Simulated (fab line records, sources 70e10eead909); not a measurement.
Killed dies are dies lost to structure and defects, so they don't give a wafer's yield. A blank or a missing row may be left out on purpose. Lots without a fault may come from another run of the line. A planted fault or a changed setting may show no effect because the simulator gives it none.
A struck lot beside a sound one | flow nand_harc | 37 steps out of a route of 1302
Sound: wafers L696.1, L696.5, L696.6. Struck: wafers L684.3, L684.5. (L684.1 of the same lot was not struck and is left out.) The cause comes at the end.
At each step with rows: each side's tool, then ch and its chambers, then its first start. Under that, the readings that differ: sound wafers | struck wafers | difference of the means | sigmas: that difference in standard deviations of wafers without a fault.
alike: readings whose means differ by less than 2 such deviations, and words and numbers that are the same on both sides. not compared: withheld readings, readings that some wafer has no value for, bounds like >300 that may hide the same value, and numbers for which the record gives no deviation and whose values overlap.
The two part at a step that has a row with sigmas, a row that says differs or no value, or rows on one side only. Numbers that don't overlap but have no deviation are shown without sigmas and don't part them. A reading that every wafer of one side lacks parts them only if that side has two wafers or more.

first, 6 steps without rows for these wafers: NHARC_A_STAIRCASE_DEP_417 (deposits Si3N4, target thk 60 nm); NHARC_A_STAIRCASE_WET_418 (chemistry H3PO4, target depth 20 nm); NHARC_A_STAIRCASE_PRECLEAN_419 (cleans in SC1); NHARC_A_STAIRCASE_SRD_421; NHARC_A_STAIRCASE_ALD_420 (deposits SiO2, target thk 20 nm, pulse time 6 s, ald cycles 200); NHARC_A_STAIRCASE_CVD_552 (deposits SiNx, target thk 40 nm).
NHARC_A_STAIRCASE_DEP_151: deposits SiO2, target thk 7200 nm.
  sound on pecvd-01 ch 0,1,2, day 23 15:36; struck on pecvd-04 ch 0,2, day 19 10:28
  alike: heater_power_w
then, 3 steps without rows for these wafers: NHARC_A_STAIRCASE_ANNEAL_320 (time 1800 s); NHARC_A_STAIRCASE_DEP_322 (deposits SiO2, target thk 7200 nm); NHARC_A_STAIRCASE_ANNEAL_323 (time 1800 s).
NHARC_A_STAIRCASE_DEP_325: deposits SiO2, target thk 7200 nm.
  sound on pecvd-01 ch 1,2, day 24 07:36; struck on pecvd-03 ch 0,1, day 20 03:07
  alike: heater_power_w
then, 10 steps without rows for these wafers: NHARC_A_STAIRCASE_ANNEAL_326 (time 1800 s); NHARC_A_STAIRCASE_DEHYDRATE_433 (time 120 s); NHARC_A_STAIRCASE_HMDS_434 (time 30 s); NHARC_A_STAIRCASE_COAT_435; NHARC_A_STAIRCASE_SOFTBAKE_436 (time 170 s); NHARC_A_STAIRCASE_EBR_437; NHARC_A_STAIRCASE_EXPOSE_438 (exposes mask STAIR REV); NHARC_A_STAIRCASE_PEB_439 (peb time 130 s); NHARC_A_STAIRCASE_DEVELOP_440 (time 140 s); NHARC_A_STAIRCASE_HARDBAKE_442 (time 140 s).
NHARC_A_STAIRCASE_DESCUM_443: chemistry O2, time 3 s.
  sound on rie_diel-07 ch 0,2,3, day 24 15:22; struck on rie_diel-10 ch 0,1, day 20 14:32
  alike: drypump_motor_current_A, oes_product_au, rf_vpp_V, showerhead_plenum_p_Torr, throttle_valve_pct
  not compared: rf_hours_counter_h
NHARC_A_STAIRCASE_ETCH_444: etches the open film in C4F8/O2, target depth 20400 nm, time 6800 s.
  sound on rie_diel-07 ch 0,3, day 24 16:43; struck on rie_diel-10 ch 2, day 20 15:05
  reading               | sound             | struck      | difference | sigmas
  oes_product_au (a.u.) | 0.919 0.933 0.913 | 0.974 0.966 | +0.048     | +3
  rf_vpp_V (V)          | 805 803 805       | 816 816     | +12        | +3
  not compared: rf_hours_counter_h
then, 4 steps without rows for these wafers: NHARC_A_STAIRCASE_STRIP_446 (strips in O2); NHARC_A_STAIRCASE_STRIP_447 (strips in SPM, time 900 s); NHARC_A_STAIRCASE_PRECLEAN_448 (cleans in SC1); NHARC_A_STAIRCASE_SRD_449.
NHARC_A_STAIRCASE_CMP_450: polishes SiO2, target thk 200 nm.
  sound on cmp-04 ch 0,1,2, day 24 21:40; struck on cmp-02 ch 2, day 20 19:46
  alike: motor_current_A
then, 3 steps without rows for these wafers: NHARC_A_STAIRCASE_CMP_152 (polishes); NHARC_A_STAIRCASE_SRD_154; NHARC_A_STAIRCASE_ETCH_403 (etches SiO2 in dHF, target depth 108.2 nm).
NHARC_A_STAIRCASE_ETCHBACK_422: etches the open film in CH3F/O2, target depth 40 nm, time 74.286 s.
  sound on rie_diel-10 ch 0,1, day 24 22:11; struck on rie_diel-11 ch 2,3, day 20 20:19
  reading               | sound          | struck    | difference | sigmas
  oes_product_au (a.u.) | 0.93 0.93 0.92 | 1.00 1.00 | +0.07      | +2
  alike: drypump_motor_current_A, rf_vpp_V, showerhead_plenum_p_Torr, throttle_valve_pct
  not compared: rf_hours_counter_h
then, 4 steps without rows for these wafers: NHARC_A_STAIRCASE_ETCH_423 (etches SiO2 in dHF, target depth 30 nm); NHARC_A_STAIRCASE_ETCHBACK_157 (etches the open film in CH3F/O2, target depth 90 nm, time 167.14 s); NHARC_A_STAIRCASE_STRIP_475 (strips in O2, time 20 s); NHARC_A_STAIRCASE_DEP_471 (deposits SiO2, target thk 100 nm).
-- the record jumps here: 5 days lie between the struck wafers' starts before and after (it left off in module A_STAIRCASE and takes up again in module END, whose first step shown is number 1302 of the route) --
NHARC_END_SORT_01:
  the record has rows for the struck wafers here (prober-01 ch 0, day 26 03:10) and none for the sound ones

WHERE THEY PART
First at NHARC_A_STAIRCASE_ETCH_444; last, within this record, at NHARC_END_SORT_01.

WHY: what the simulator had put in
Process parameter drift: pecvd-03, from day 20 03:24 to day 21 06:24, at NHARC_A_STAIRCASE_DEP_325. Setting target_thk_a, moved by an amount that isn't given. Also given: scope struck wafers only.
